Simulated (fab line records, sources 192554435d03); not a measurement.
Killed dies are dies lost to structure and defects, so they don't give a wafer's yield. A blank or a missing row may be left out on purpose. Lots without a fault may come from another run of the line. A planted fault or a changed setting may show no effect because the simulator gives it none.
Which tool did it? | flow n5_finfet | 10 lots, 30 wafers sampled, at 5 steps of a route of 1938

WHAT THE GAUGES READ, wafer by wafer
The record holds no reading of a measuring or inspecting step that can be judged against a usual standard deviation.

WHICH TOOL RAN EACH LOT (tool, then ch and the chambers of the sampled wafers, then the start)
lot  | N5_BEOL_M4_SPUTTER_90        | N5_MIM_BOT_ETCH_STRIP_01           | N5_PASSIVATION_PASS_ETCH_74        | N5_PASSIVATION_DESCUM_32           | N5_PASSIVATION_PROBE_49
L382 | pvd_sputter-01, day 11 02:14 | rie_diel-04 ch 0,2,3, day 14 19:42 | rie_diel-03 ch 2,3, day 14 23:10   | rie_diel-02 ch 0,2,3, day 15 00:47 | -
L383 | pvd_sputter-01, day 11 08:03 | rie_diel-02 ch 1,2, day 15 01:31   | rie_diel-03 ch 0,2,3, day 15 04:13 | rie_diel-02 ch 0,2,3, day 15 05:43 | -
L388 | pvd_sputter-03, day 12 03:06 | rie_diel-04 ch 0,1, day 16 06:07   | rie_diel-03 ch 0,1,3, day 16 09:59 | rie_diel-02 ch 0,3, day 16 11:48   | -
L389 | pvd_sputter-03, day 12 09:20 | rie_diel-04 ch 0,2,3, day 16 18:07 | rie_diel-03 ch 2,3, day 16 20:09   | rie_diel-04 ch 1,2,3, day 16 21:53 | prober-01, day 17 03:38
L392 | pvd_sputter-03, day 12 23:05 | rie_diel-05 ch 0,1,3, day 17 14:31 | rie_diel-06 ch 0,2, day 17 16:31   | rie_diel-04 ch 0,2,3, day 17 17:55 | prober-02, day 17 23:02
L393 | pvd_sputter-03, day 13 05:58 | rie_diel-05 ch 0,3, day 17 09:44   | rie_diel-03 ch 1,2,3, day 17 12:28 | rie_diel-04 ch 0,1, day 17 14:10   | prober-02, day 17 19:08
L396 | pvd_sputter-02, day 13 22:00 | rie_diel-02 ch 0,3, day 18 03:35   | rie_diel-03 ch 1,2,3, day 18 10:29 | rie_diel-04 ch 0,1, day 18 11:50   | -
L398 | pvd_sputter-02, day 14 08:26 | rie_diel-02 ch 0,1,3, day 18 13:53 | rie_diel-01 ch 1,2,3, day 18 16:39 | rie_diel-05 ch 1,2,3, day 18 18:21 | prober-01, day 18 23:11
L386 | pvd_sputter-02, day 15 09:32 | rie_diel-04 ch 0,1,3, day 19 21:47 | rie_diel-06 ch 1,2, day 20 02:19   | rie_diel-04 ch 0,3, day 20 05:20   | -
L401 | pvd_sputter-02, day 16 07:40 | rie_diel-04 ch 0,3, day 20 13:14   | rie_diel-06 ch 0,2, day 20 14:52   | rie_diel-02 ch 1,2,3, day 20 17:32 | -
- N5_BEOL_M4_SPUTTER_90: material Cu, target thk 4.5 nm, time 8.29 s.
- N5_MIM_BOT_ETCH_STRIP_01: strips in O2.
- N5_PASSIVATION_PASS_ETCH_74: etches SiNx in CF4/O2, target depth 220 nm, time 110 s.
- N5_PASSIVATION_DESCUM_32: chemistry O2, time 7.9 s.
- N5_PASSIVATION_PROBE_49

WHAT THE TOOLS THEMSELVES READ (means of the sampled wafers that have a number; where no wafer has one, the mark that the record gives instead)
N5_BEOL_M4_SPUTTER_90. Usual: chuck_gas_flow_sccm 1.26 sccm, standard deviation 0.061; throttle_valve_pct 29.8 %, standard deviation 1.1.
lot  | tool           | chuck_gas_flow_sccm (sccm) | throttle_valve_pct (%) | flag
L382 | pvd_sputter-01 | 1.26                       | 29.8                   |
L383 | pvd_sputter-01 | 1.23                       | 30.6                   |
L388 | pvd_sputter-03 | 1.23                       | 30.3                   |
L389 | pvd_sputter-03 | 1.31                       | 30.4                   |
L392 | pvd_sputter-03 | 1.23                       | 30.2                   |
L393 | pvd_sputter-03 | 1.26                       | 29.8                   |
L396 | pvd_sputter-02 | 1.26                       | 30.1                   |
L398 | pvd_sputter-02 | 1.28                       | 29.2                   |
L386 | pvd_sputter-02 | 1.23                       | 30.1                   |
L401 | pvd_sputter-02 | 1.26                       | 29.2                   |

N5_MIM_BOT_ETCH_STRIP_01. Usual: drypump_motor_current_A 5.7 A, standard deviation 0.43; oes_product_au 0.82 a.u., standard deviation 0.1; rf_vpp_V 3.7 V, standard deviation 1.3; showerhead_plenum_p_Torr 2.09 Torr, standard deviation 0.038; throttle_valve_pct 16.55 %, standard deviation 0.24.
lot  | tool        | drypump_motor_current_A (A) | oes_product_au (a.u.) | rf_vpp_V (V) | showerhead_plenum_p_Torr (Torr) | throttle_valve_pct (%) | flag
L382 | rie_diel-04 | 5.9                         | 0.84                  | 4.7          | 2.09                            | 16.53                  |
L383 | rie_diel-02 | 5.4                         | 0.69                  | 4.1          | 2.06                            | 16.90                  |
L388 | rie_diel-04 | 5.5                         | 0.89                  | 4.4          | 2.10                            | 16.26                  |
L389 | rie_diel-04 | 5.9                         | 0.91                  | 3.7          | 2.08                            | 16.40                  |
L392 | rie_diel-05 | 6.0                         | 0.72                  | 3.4          | 2.08                            | 16.70                  |
L393 | rie_diel-05 | 5.7                         | 0.68                  | 2.4          | 2.12                            | 16.78                  |
L396 | rie_diel-02 | 6.1                         | 0.79                  | 2.8          | 2.11                            | 16.66                  |
L398 | rie_diel-02 | 5.9                         | 0.88                  | 2.1          | 2.09                            | 16.52                  |
L386 | rie_diel-04 | 5.5                         | 0.84                  | 4.0          | 2.09                            | 16.40                  |
L401 | rie_diel-04 | 5.8                         | 0.82                  | 4.0          | 2.07                            | 16.39                  |

N5_PASSIVATION_PASS_ETCH_74. Usual: drypump_motor_current_A 5.8 A, standard deviation 0.56; oes_product_au 0.78 a.u., standard deviation 0.077; rf_vpp_V 241.3 V, standard deviation 2.7; showerhead_plenum_p_Torr 2.20 Torr, standard deviation 0.067; throttle_valve_pct 16.08 %, standard deviation 0.19.
lot  | tool        | drypump_motor_current_A (A) | oes_product_au (a.u.) | rf_vpp_V (V) | showerhead_plenum_p_Torr (Torr) | throttle_valve_pct (%) | flag
L382 | rie_diel-03 | 5.1                         | 0.75                  | 244.4        | 2.26                            | 16.11                  |
L383 | rie_diel-03 | 5.3                         | 0.75                  | 243.2        | 2.23                            | 16.18                  |
L388 | rie_diel-03 | 5.6                         | 0.73                  | 239.9        | 2.16                            | 16.05                  |
L389 | rie_diel-03 | 5.2                         | 0.79                  | 243.9        | 2.24                            | 16.10                  |
L392 | rie_diel-06 | 6.4                         | 0.82                  | 239.8        | 2.20                            | 16.08                  |
L393 | rie_diel-03 | 5.5                         | 0.73                  | 242.0        | 2.20                            | 16.00                  |
L396 | rie_diel-03 | 5.5                         | 0.73                  | 240.7        | 2.19                            | 16.03                  |
L398 | rie_diel-01 | 6.2                         | 0.78                  | 240.7        | 2.21                            | 16.17                  |
L386 | rie_diel-06 | 5.6                         | 0.80                  | 242.2        | 2.19                            | 15.96                  |
L401 | rie_diel-06 | 6.4                         | 0.75                  | 238.6        | 2.15                            | 16.17                  |

N5_PASSIVATION_DESCUM_32. Usual: drypump_motor_current_A 5.8 A, standard deviation 0.42; oes_product_au 0.82 a.u., standard deviation 0.094; rf_vpp_V 243.1 V, standard deviation 1.1; showerhead_plenum_p_Torr 2.08 Torr, standard deviation 0.037; throttle_valve_pct 20.29 %, standard deviation 0.22.
lot  | tool        | drypump_motor_current_A (A) | oes_product_au (a.u.) | rf_vpp_V (V) | showerhead_plenum_p_Torr (Torr) | throttle_valve_pct (%) | flag
L382 | rie_diel-02 | 5.6                         | 0.80                  | 243.2        | 2.10                            | 20.48                  |
L383 | rie_diel-02 | 5.6                         | 0.79                  | 243.5        | 2.10                            | 20.48                  |
L388 | rie_diel-02 | 6.1                         | 0.82                  | 242.9        | 2.11                            | 20.40                  |
L389 | rie_diel-04 | 5.6                         | 0.93                  | 244.2        | 2.11                            | 20.16                  |
L392 | rie_diel-04 | 5.9                         | 0.88                  | 242.8        | 2.07                            | 20.17                  |
L393 | rie_diel-04 | 5.8                         | 0.86                  | 243.2        | 2.07                            | 20.07                  |
L396 | rie_diel-04 | 5.5                         | 0.85                  | 243.3        | 2.09                            | 20.06                  |
L398 | rie_diel-05 | 5.8                         | 0.88                  | 241.9        | 2.07                            | 20.13                  |
L386 | rie_diel-04 | 5.5                         | 0.84                  | 242.4        | 2.09                            | 20.24                  |
L401 | rie_diel-02 | 5.4                         | 0.92                  | 243.3        | 2.07                            | 20.30                  |

N5_PASSIVATION_PROBE_49. Usual: defect_limited_yield 90.8 %, standard deviation 1.7; killed_at_M0_to_M3 37, standard deviation 12; killed_at_M4_up 15, standard deviation 5.6; killed_at_contacts 13, standard deviation 6.9; killed_at_front_end 40, standard deviation 11; killed_at_other 4, standard deviation 3.2; killed_dies 109, standard deviation 20; killed_open 73, standard deviation 15; killed_short 35, standard deviation 8.3; sort_bin_5_function 5.4 %, standard deviation 1.1; sort_bin_6_memory 3.5 %, standard deviation 0.73; sort_n_pass 1071, standard deviation 20; sort_yield_pct 90.8 %, standard deviation 1.7.
lot  | tool      | defect_limited_yield (%) | killed_at_M0_to_M3 | killed_at_M4_up | killed_at_contacts | killed_at_front_end | killed_at_other | killed_dies | killed_open | killed_short | sort_bin_5_function (%) | sort_bin_6_memory (%) | sort_n_pass | sort_yield_pct (%) | flag
L389 | prober-01 | 82.7                     | 26                 | 114             | 9                  | 51                  | 3               | 204         | 65          | 33           | 10.5                    | 3.9                   | 976         | 82.7               | OFF
L392 | prober-02 | 82.4                     | 32                 | 117             | 12                 | 44                  | 3               | 208         | 65          | 37           | 10.7                    | 4.2                   | 972         | 82.4               | OFF
L393 | prober-02 | 84.2                     | 23                 | 117             | 11                 | 33                  | 3               | 187         | 55          | 28           | 9.4                     | 3.7                   | 993         | 84.2               | OFF
L398 | prober-01 | 90.8                     | 31                 | 19              | 11                 | 44                  | 4               | 109         | 72          | 36           | 5.6                     | 3.3                   | 1071        | 90.8               |

THE ANSWER, worked out from the rows above alone
Rule: a lot is off if the mean of its wafers that have a number lies more than 3 standard deviations from the usual mean. A lot without any number at a reading at which 4 lots or more have one is off too. The other lots that the step has rows for count as sound. The gauges are gone through in route order, then the tools' own readings, and for those a lot's mean is taken as printed above. The first step at which some lot is off is used, and at that step the reading that is off furthest; a lot without a number counts as furthest.
Off: L389, L392, L393, at N5_PASSIVATION_PROBE_49 (killed_at_M4_up). Neither off nor sound, because the step has no rows for them: L382, L383, L388, L396, L386, L401.
A tool fits if, at that step or a process step before it, it ran every lot that is off, and no sound lot after the first of them. Can't be told from this: 2 tools fit, pvd_sputter-03 at N5_BEOL_M4_SPUTTER_90, rie_diel-04 at N5_PASSIVATION_DESCUM_32.

WHAT THE SIMULATOR HAD PUT IN
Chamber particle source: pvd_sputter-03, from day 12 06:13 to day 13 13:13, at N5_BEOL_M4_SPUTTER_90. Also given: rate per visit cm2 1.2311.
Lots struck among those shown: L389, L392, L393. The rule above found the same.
